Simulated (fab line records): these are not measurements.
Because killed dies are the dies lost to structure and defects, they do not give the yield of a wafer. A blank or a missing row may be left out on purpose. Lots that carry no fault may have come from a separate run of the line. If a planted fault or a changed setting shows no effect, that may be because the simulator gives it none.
A lot that was struck, set against a sound lot	flow n5Finfet	34 steps out of a route of 1938
Sound: these wafers, L628.1, L628.3, L628.5. Struck: wafers L629.3, L629.4, L629.5. The cause comes at the end.
Order at every step that has rows: each side's tool, ch and its chambers, its first start. Under that, the readings that differ: sound wafers	struck wafers	difference of the means	sigmas: that difference in standard deviations of wafers without a fault.
alike: readings with means less than 2 such deviations apart, plus words and numbers identical on both sides. not compared: withheld readings, readings lacking a value on some wafer, bounds such as >300 that could conceal the same value, and numbers that have no deviation in the record and whose values overlap.
The two part at a step that has a row with sigmas, a row that says differs or no value, or rows on one side only. Numbers that don't overlap but have no deviation are shown without sigmas and don't part them. A reading missing from all wafers of one side parts the sides only when that side holds two or more wafers.

first, 2 steps without rows for these wafers: N5_BEOL_M2_ETCH_41 (etches SiCN in CH3F/O2, target depth 29.9 nm, time 52.5 s); N5_BEOL_M2_STRIP_97 (strips in N2/H2, time 10 s).
N5_BEOL_M2_OCD_MEAS_38:
  struck on ocd-01, day 11 02:44; sound on ocd-01, day 10 17:13
  alike: trenchDepthNm
then, 4 steps without rows for these wafers: N5_BEOL_M2_HM_STRIP_39 (strips TiN in peroxide tin strip, target depth 25 nm, time 158 s); N5_BEOL_M2_SRD_40 (time 30 s); N5_BEOL_M2_PRECLEAN_42 (cleans in residue remover, time 60 s); N5_BEOL_M2_SRD_43 (time 30 s).
N5_BEOL_M2_CD_MEAS_35: target cd 18 nm, target cd y 22.2 nm.
  struck on cdSem-03, day 11 02:53; sound on cdSem-03, day 10 17:22
  alike: cdNm
then, 4 steps without rows for these wafers: N5_BEOL_M2_DEGAS_44 (time 60 s); N5_BEOL_M2_PRE_CLEAN_45 (time 30 s); N5_BEOL_M2_ALD_84 (deposits TaN, pulse time 2 s, purge time 3 s, co reactant purge time 2 s); N5_BEOL_M2_SURFACE_TREAT_85.
N5_BEOL_M2_CVD_47: deposits Co from CCTBA/H2, target thk 3 nm, time 223.8 s.
  sound on cvdCo-01 ch 0,1, day 10 18:11; struck on cvdCo-02 ch 0,1, day 11 03:50
  no value came back on the struck wafers for chamberPressureTorr (Torr), runLengthS (s); on the sound wafers chamberPressureTorr (Torr) reads 29.98 29.81 30.07
then, 2 steps without rows for these wafers: N5_BEOL_M2_SPUTTER_48 (material Cu, target thk 4.5 nm, time 8.29 s); N5_BEOL_M2_ANNEAL_49 (time 240 s).
N5_BEOL_M2_SPUTTER_79: material Cu, target thk 4.5 nm, time 8.29 s.
  struck on pvdSputter-02, day 11 04:15; sound on pvdSputter-01, day 10 18:37
  alike: throttleValvePct
then, 1 step without rows for these wafers: N5_BEOL_M2_ANNEAL_80 (time 240 s).
N5_BEOL_M2_SPUTTER_81: material Cu, target thk 4.5 nm, time 8.29 s.
  struck on pvdSputter-02, day 11 04:28; sound on pvdSputter-01, day 10 18:50
  alike: throttleValvePct
N5_BEOL_M2_ANNEAL_82: time 240 s.
  struck on pvdSputter-02, day 11 04:33; sound on pvdSputter-01, day 10 18:55
  alike: heaterPowerW
then, 2 steps without rows for these wafers: N5_BEOL_M2_SPUTTER_86 (material Cu, target thk 4.5 nm, time 8.29 s); N5_BEOL_M2_ANNEAL_87 (time 240 s).
N5_BEOL_M2_SPUTTER_88: material Cu, target thk 4.5 nm, time 8.29 s.
  struck on pvdSputter-02, day 11 04:55; sound on pvdSputter-01, day 10 19:17
  alike: throttleValvePct
then, 2 steps without rows for these wafers: N5_BEOL_M2_ANNEAL_89 (time 240 s); N5_BEOL_M2_SPUTTER_90 (material Cu, target thk 4.5 nm, time 8.29 s).
N5_BEOL_M2_ANNEAL_91: time 240 s.
  struck on pvdSputter-02, day 11 05:13; sound on pvdSputter-01, day 10 19:35
  alike: heaterPowerW
then, 7 steps without rows for these wafers: N5_BEOL_M2_SPUTTER_92 (material Cu, target thk 4.5 nm, time 8.29 s); N5_BEOL_M2_ANNEAL_93 (time 240 s); N5_BEOL_M2_SPUTTER_94 (material Cu, target thk 4.5 nm, time 8.29 s); N5_BEOL_M2_ANNEAL_95 (time 240 s); N5_BEOL_M2_SPUTTER_96 (material Cu, target thk 4.5 nm, time 8.29 s); N5_BEOL_M2_ECD_50 (material Cu, target thk 300 nm); N5_BEOL_M2_ANNEAL_51 (time 90 s).
N5_BEOL_M2_CMP_52: polishes, stops on SiOC, t overpolish 6.8 s, target thk 40 nm.
  sound on cmp-01 ch 1,2, day 10 20:39; struck on cmp-03 ch 0,3, day 11 06:17
reading	sound	struck	difference	sigmas
barrierFieldEndpointS (s)	25.5 23.5 25.3	20.7 20.8 21.0	-3.9	-5
motorCurrentA (A)	5.5 5.8 5.1	6.0 7.0 7.4	+1.3	+2
  not compared: model.Cu_of_BEOL_M2_ECD_50.thkNm
-- the record jumps here: 5 days lie between the struck wafers' starts before and after (it left off in module BEOL_M2 and takes up again in module PASSIVATION, whose first step shown is number 1936 of the route) --
N5_PASSIVATION_PROBE_49:
  record: rows for the struck wafers here (prober-02, day 16 16:40), none for the sound ones

## WHERE THEY PART
Last at N5_PASSIVATION_PROBE_49 as far as this record goes, first at N5_BEOL_M2_CVD_47.

WHY: whatever the simulator had introduced
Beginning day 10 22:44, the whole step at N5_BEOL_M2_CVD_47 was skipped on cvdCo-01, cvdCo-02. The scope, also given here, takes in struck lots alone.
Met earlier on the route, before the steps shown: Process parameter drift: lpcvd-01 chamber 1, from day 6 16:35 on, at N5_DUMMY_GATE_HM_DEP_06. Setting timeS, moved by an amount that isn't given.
